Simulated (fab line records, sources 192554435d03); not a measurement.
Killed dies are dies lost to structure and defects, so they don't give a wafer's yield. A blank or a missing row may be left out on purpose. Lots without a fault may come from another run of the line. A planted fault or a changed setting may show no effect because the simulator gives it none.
fab line records | flow n5_finfet
record lots=9 wafers=26 last_day=18
route steps=1938 shown BEOL_M5@1129
lots that met no fault: from a run of the same line without faults
start_h: hours from the record's first day to the start of the lot's first wafer shown | wait_h: hours since the lot's step before | " the same as in the row above | L1.1+2: a row that stands for several wafers | - no value, or no start given | * or withheld: withheld | < > ~ a bound
route shown NAME@n: a module of which the file shows steps, and the number in the route of the first | usual: mean/standard deviation of fault-free wafers | same: alike in all rows | chamber/n: place in a boat | sites: the reading at each site | _std_site: their standard deviation | _edge_site: outer sites' mean less inner sites' | radius_mm: how far each site lies from the wafer's centre | mask NAME#n: copy n | behind: the tool/chamber that last shaped the wafer | hold: why the lot was held/for how many hours/how that ended | device: the transistor (n, p or np) that didn't switch | end of line: the same wafers' tests at the end of the route | a step without rows: its recipe alone | killed: dies lost to structure and defects at the first sort, not the wafer's yield | map: a wafer's dies, x killed, . not, _ none there
set.NAME: the setting as run; set.NAME@STEP: as run at that earlier step | model.NAME: the simulator's own value behind a step, which no gauge read
steps of the route over a sample of lots; a table a step, a row a wafer
services: from which hour (start_h, from the record's first day; less than 0 if before it) a tool's chamber was out of use, for how many hours, and why
## steps
# step N5_BEOL_M5_DESCUM_16
# recipe chemistry=O2 time_s=7 source_power_w=50 bias_power_w=20 pressure_mtorr=20 rf_frequency_hz=2.712e+07 temp_c=40 resist=CAR-EUV o2_flow_sccm=225
# usual drypump_motor_current_A=5.9/0.32 oes_product_au=0.79/0.086 rf_vpp_V=243.4/1 showerhead_plenum_p_Torr=2.10/0.044 temp_c=40.02/0.099 throttle_valve_pct=20.43/0.22
# columns lot.wafer tool chamber start_h wait_h drypump_motor_current_A oes_product_au rf_hours_counter_h rf_vpp_V showerhead_plenum_p_Torr temp_c throttle_valve_pct
L476.1 rie_diel-05 1 172.81 0.0 5.9 0.88 37 243.2 2.13 40.06 20.03
L476.2 " 2 " " 5.5 0.82 61 244.1 2.13 39.75 20.36
L476.3 " 3 " " 6.0 0.70 219 244.5 2.16 40.09 20.44
L481.1 rie_diel-02 3 202.28 0.0 5.7 0.74 152 242.7 2.09 40.10 20.20
L481.3 " 2 " " 6.3 0.96 14 242.8 2.14 39.90 20.43
L481.4 " 0 " " 5.4 0.80 87 243.5 2.10 39.95 20.33
L483.2 rie_diel-05 2 215.64 0.0 5.5 0.81 73 243.0 2.12 40.01 20.41
L483.4 " 0 " " 6.1 0.86 - 242.8 2.13 39.93 20.59
L483.5 " 2 " " 5.5 0.81 - 242.0 2.12 40.05 20.39
L485.1 rie_diel-05 3 222.22 0.2 6.0 0.70 234 244.2 2.16 40.10 20.45
L485.2 " 2 " " 5.5 0.81 76 244.9 2.12 40.02 20.40
L484.3 rie_diel-01 0 228.83 0.0 6.3 0.97 4 244.0 2.15 40.09 19.97
L484.4 " 1 " " 6.0 0.67 248 241.5 2.05 40.23 20.38
L484.5 " 2 " " 5.5 0.67 - 245.4 2.16 40.09 20.77
L493.1 rie_diel-05 2 266.63 0.4 5.5 0.79 87 241.8 2.12 40.01 20.43
L493.2 " 3 " " 6.0 0.69 246 243.9 2.15 39.85 20.48
L493.3 " 0 " " 6.0 0.84 68 243.4 2.13 40.15 20.62
L497.1 rie_diel-01 1 302.78 0.0 5.9 0.93 16 242.5 2.05 40.25 20.11
L497.2 " 0 " " 6.3 0.90 29 243.2 2.14 40.13 20.03
L497.4 " 1 " " 5.9 0.93 - 241.1 2.05 40.18 20.11
L496.2 rie_diel-02 1 311.08 0.0 6.4 0.71 215 242.7 2.06 40.26 20.70
L496.4 " 3 " " 5.6 0.70 186 242.7 2.08 40.15 20.23
L496.6 " 3 " " 5.7 0.70 - 243.9 2.08 40.05 20.26
L498.2 rie_diel-01 1 311.41 0.2 5.9 0.90 19 243.1 2.04 40.02 20.13
L498.4 " 3 " " 5.8 0.74 - 243.2 2.00 39.97 20.72
L498.5 " 3 " " 5.8 0.75 - 241.4 2.00 39.98 20.73
# step N5_BEOL_M5_STRIP_19
# recipe chemistry=O2 power_w=400 temp_c=40 pressure_mtorr=30 rf_frequency_hz=6e+07 bias_power_w=0 overash_fraction=0.2 o2_flow_sccm=225
# usual drypump_motor_current_A=5.9/0.31 oes_product_au=0.80/0.086 rf_vpp_V=3.6/0.46 showerhead_plenum_p_Torr=2.12/0.037 temp_c=39.98/0.11 throttle_valve_pct=16.63/0.22
# columns lot.wafer tool chamber start_h wait_h drypump_motor_current_A oes_product_au rf_hours_counter_h rf_vpp_V showerhead_plenum_p_Torr temp_c throttle_valve_pct
L476.1 rie_diel-05 3 173.18 0.1 6.0 0.70 219 3.5 2.17 40.04 16.71
L476.2 " 1 " " 5.9 0.87 37 3.6 2.13 40.01 16.27
L476.3 " 2 " " 5.5 0.82 62 4.0 2.13 40.00 16.57
L481.1 rie_diel-02 1 202.64 0.1 6.4 0.74 182 3.6 2.08 39.97 16.91
L481.3 " 2 " " 6.3 0.95 14 3.2 2.14 40.11 16.65
L481.4 " 3 " " 5.6 0.74 152 4.4 2.10 40.00 16.47
L483.2 rie_diel-05 2 216.00 0.1 5.5 0.81 73 3.3 2.13 39.91 16.60
L483.4 " 3 " " 6.0 0.70 - 3.4 2.16 39.87 16.74
L483.5 " 2 " " 5.5 0.80 - 2.8 2.13 39.83 16.58
L485.1 rie_diel-01 1 222.67 0.2 6.0 0.68 247 3.3 2.06 39.93 16.73
L485.2 " 2 " " 5.5 0.67 228 3.7 2.16 40.10 17.03
L484.3 rie_diel-01 3 229.19 0.1 5.8 0.78 130 3.6 2.02 39.82 16.93
L484.4 " 2 " " 5.5 0.67 230 4.4 2.16 39.89 17.02
L484.5 " 1 " " 5.9 0.67 - 3.4 2.06 40.04 16.73
L493.1 rie_diel-05 0 266.99 0.1 6.1 0.83 68 4.3 2.13 40.08 16.81
L493.2 " 3 " " 6.0 0.68 246 3.6 2.16 39.90 16.78
L493.3 " 1 " " 5.9 0.84 61 4.1 2.12 39.95 16.32
L497.1 rie_diel-05 1 303.26 0.2 5.9 0.83 74 2.5 2.12 39.99 16.37
L497.2 " 0 " " 6.1 0.82 81 4.1 2.13 39.79 16.84
L497.4 " 2 " " 5.5 0.78 100 3.9 2.12 39.94 16.66
L496.2 rie_diel-05 3 311.44 0.1 6.0 0.94 5 3.4 2.15 39.96 16.32
L496.4 " 1 " " 5.9 0.82 76 3.8 2.12 40.03 16.35
L496.6 " 1 " " 5.8 0.83 - 2.7 2.12 39.97 16.36
L498.2 rie_diel-05 2 311.91 0.1 5.5 0.78 103 3.9 2.12 39.89 16.65
L498.4 " 1 " " 5.9 0.82 77 3.7 2.12 40.07 16.37
L498.5 " 2 " " 5.5 0.77 - 3.8 2.12 39.82 16.65
# step N5_BEOL_M5_ETCH_68
# recipe chemistry=N2/H2 target=SOC target_depth_a=800 overetch_a=160 mask_material=SiARC temp_c=40 time_s=120 ion_energy_ev=200 pressure_mtorr=30 source_w=840 bias_w=150 n2_flow_sccm=200 h2_flow_sccm=200
# usual drypump_motor_current_A=5.9/0.36 h2_flow_sccm=200.1/0.58 oes_product_au=0.61/0.064 rf_vpp_V=524.5/1.4 run_length_s=143.3/0.45 showerhead_plenum_p_Torr=2.56/0.04 temp_c=40.00/0.12 throttle_valve_pct=17.81/0.26
# columns lot.wafer tool chamber start_h wait_h drypump_motor_current_A h2_flow_sccm oes_product_au rf_hours_counter_h rf_vpp_V run_length_s showerhead_plenum_p_Torr temp_c throttle_valve_pct
L476.1 rie_diel-02 2 174.67 0.0 6.3 199.9 0.73 4 527.8 143.8 2.60 39.94 17.68
L476.2 " 3 " " 5.7 200.6 0.56 147 525.7 143.0 2.55 39.90 17.61
L476.3 " 0 " " 5.5 200.3 0.62 78 524.9 143.6 2.58 40.04 17.77
L481.1 rie_diel-02 1 205.76 0.0 6.4 200.3 0.55 183 523.1 143.2 2.53 39.91 18.16
L481.3 " 3 " " 5.7 200.2 0.57 154 523.5 143.0 2.54 40.21 17.62
L481.4 " 0 " " 5.4 200.8 0.60 89 525.5 143.7 2.57 39.73 17.80
L483.2 rie_diel-02 1 217.61 0.0 6.4 200.2 0.55 186 523.9 143.6 2.53 40.16 18.19
L483.4 " 3 " " 5.6 201.3 0.61 157 523.0 134.2 2.54 40.07 17.65
L483.5 " 0 " " 5.4 199.4 0.61 - 525.1 143.8 2.57 39.89 17.79
L485.1 rie_diel-02 0 224.41 0.0 5.5 200.6 0.64 95 525.4 134.8 2.57 39.90 17.81
L485.2 " 3 " " 5.7 200.1 0.57 160 521.9 143.2 2.54 39.99 17.63
L484.3 rie_diel-01 3 229.92 0.0 5.8 200.0 0.60 130 522.3 142.6 2.45 40.17 18.08
L484.4 " 1 " " 5.9 200.6 0.52 248 521.0 144.1 2.50 39.86 17.83
L484.5 " 1 " " 5.9 200.9 0.52 - 522.3 143.9 2.50 40.04 17.83
L493.1 rie_diel-05 2 268.32 0.0 5.5 201.1 0.61 88 524.3 142.7 2.57 40.05 17.77
L493.2 " 1 " " 5.9 200.4 0.65 61 524.1 143.7 2.57 39.87 17.39
L493.3 " 0 " " 6.1 199.8 0.64 68 523.2 143.5 2.58 40.02 17.94
L497.1 rie_diel-05 0 304.43 0.0 6.1 200.0 0.63 81 523.6 143.4 2.57 39.74 17.95
L497.2 " 3 " " 6.0 200.2 0.73 2 525.3 144.2 2.62 40.23 17.51
L497.4 " 2 " " 5.5 200.0 0.60 100 524.5 142.5 2.57 40.04 17.78
L496.2 rie_diel-02 0 312.25 0.0 5.4 200.9 0.59 121 524.3 143.8 2.56 40.09 17.85
L496.4 " 3 " " 5.6 199.1 0.55 186 523.2 143.6 2.53 39.98 17.66
L496.6 " 3 " " 5.7 199.8 0.55 - 523.3 143.1 2.53 39.87 17.68
L498.2 rie_diel-02 3 312.75 0.0 5.6 199.0 0.54 187 523.3 142.9 2.53 39.87 17.69
L498.4 " 1 " " 6.4 200.9 0.54 216 523.3 144.1 2.52 40.15 18.23
L498.5 " 2 " " 6.3 200.3 0.66 - 525.4 143.1 2.58 40.13 17.76
# step N5_BEOL_M5_STRIP_91
# recipe chemistry=N2/H2 time_s=10 power_w=450 temp_c=40 pressure_mtorr=20 rf_frequency_hz=6e+07 bias_power_w=7 n2_flow_sccm=200 h2_flow_sccm=200
# usual drypump_motor_current_A=5.9/0.35 h2_flow_sccm=200.0/0.63 oes_product_au=0.80/0.088 rf_vpp_V=59.2/0.74 showerhead_plenum_p_Torr=2.56/0.04 temp_c=39.99/0.11 throttle_valve_pct=23.7/0.31
# columns lot.wafer tool chamber start_h wait_h drypump_motor_current_A h2_flow_sccm oes_product_au rf_hours_counter_h rf_vpp_V showerhead_plenum_p_Torr temp_c throttle_valve_pct
L476.1 rie_diel-02 2 - - 6.3 199.8 0.98 4 61.4 2.59 39.99 23.5
L476.2 " 3 " " 5.7 199.3 0.74 147 58.6 2.54 40.03 23.5
L476.3 " 0 " " 5.4 200.8 0.82 78 59.9 2.57 39.77 23.7
L481.1 rie_diel-02 1 - - 6.3 200.4 0.73 183 58.8 2.53 40.01 24.1
L481.3 " 3 " " 5.6 199.4 0.74 154 59.0 2.54 39.96 23.5
L481.4 " 0 " " 5.5 198.7 0.80 89 59.2 2.57 39.87 23.7
L483.2 rie_diel-02 1 - - 6.4 200.1 0.74 186 59.5 2.53 40.07 24.1
L483.4 " 3 " " 5.7 199.4 0.73 157 59.3 2.54 40.18 23.5
L483.5 " 0 " " 5.4 200.1 0.79 - 58.1 2.57 40.09 23.6
L485.1 rie_diel-02 0 - - 5.4 200.8 0.79 95 59.4 2.57 39.96 23.7
L485.2 " 3 " " 5.6 199.9 0.74 161 59.6 2.54 40.16 23.5
L484.3 rie_diel-01 3 - - 5.8 201.1 0.78 130 59.6 2.45 39.87 24.0
L484.4 " 1 " " 5.9 200.0 0.67 249 58.9 2.50 40.07 23.5
L484.5 " 1 " " 5.9 200.7 0.67 - 57.7 2.50 40.12 23.5
L493.1 rie_diel-05 2 - - 5.5 199.8 0.79 88 58.7 2.57 39.81 23.6
L493.2 " 1 " " 5.9 201.3 0.84 61 60.3 2.57 40.19 23.1
L493.3 " 0 " " 6.1 198.7 0.83 68 60.1 2.57 40.06 23.8
L497.1 rie_diel-05 0 - - 6.1 200.8 0.83 81 59.6 2.57 40.14 23.9
L497.2 " 3 " " 6.0 199.2 0.94 2 59.3 2.61 40.05 23.4
L497.4 " 2 " " 5.5 199.7 0.78 100 59.4 2.56 40.14 23.7
L496.2 rie_diel-02 0 - - 5.4 200.0 0.77 121 58.3 2.56 40.06 23.7
L496.4 " 3 " " 5.7 200.4 0.71 187 58.3 2.52 39.92 23.5
L496.6 " 3 " " 5.7 201.2 0.72 - 59.2 2.52 40.01 23.5
L498.2 rie_diel-02 3 - - 5.7 200.0 0.71 187 59.1 2.52 39.78 23.5
L498.4 " 1 " " 6.4 199.7 0.71 216 61.7 2.51 39.87 24.2
L498.5 " 2 " " 6.3 200.7 0.88 - 58.5 2.57 39.93 23.5
## services
# columns tool chamber start_h hours kind
rie_diel-02 3 191.01 10.1 repair
rie_diel-01 0 196.11 - clean
rie_diel-01 0 196.11 - consumable_replace:focus_ring
rie_diel-01 0 196.11 21.7 scheduled_down
rie_diel-01 0 196.11 21.7 vent_cycle
rie_diel-05 1 210.89 6.7 repair
rie_diel-01 1 233.89 - clean
rie_diel-01 1 233.89 - consumable_replace:focus_ring
rie_diel-01 1 233.89 18.3 scheduled_down
rie_diel-01 1 233.89 18.3 vent_cycle
rie_diel-02 - 275.29 0.6 repair
rie_diel-05 3 281.88 - clean
rie_diel-05 3 281.88 - consumable_replace:focus_ring
rie_diel-05 3 281.88 15.8 scheduled_down
rie_diel-05 3 281.88 15.8 vent_cycle
rie_diel-01 2 290.98 - clean
rie_diel-01 2 290.98 - consumable_replace:focus_ring
rie_diel-01 2 290.98 20.7 scheduled_down
rie_diel-01 2 290.98 20.7 vent_cycle
rie_diel-02 - 303.01 0.5 repair
rie_diel-01 0 311.36 5.4 repair
## key
first_sign step=N5_BEOL_M5_ETCH_68 reading=run_length_s direction=down sigmas=20 usual=* struck=*
effect none on later readings
met_at N5_BEOL_M5_ETCH_68
struck_lots L483,L485
struck_wafers L483.4,L485.1
not_acting_at N5_BEOL_M5_DESCUM_16,N5_BEOL_M5_STRIP_19,N5_BEOL_M5_STRIP_91
onset_between 205.76 217.61
fault kind=process_parameter_drift tool=rie_diel-02 chamber=- onset_h=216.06 steps=N5_BEOL_M5_ETCH_68 channel=time_s offset=* shape=step end_h=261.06 scope=struck_wafers_only acts_in=* stated=*
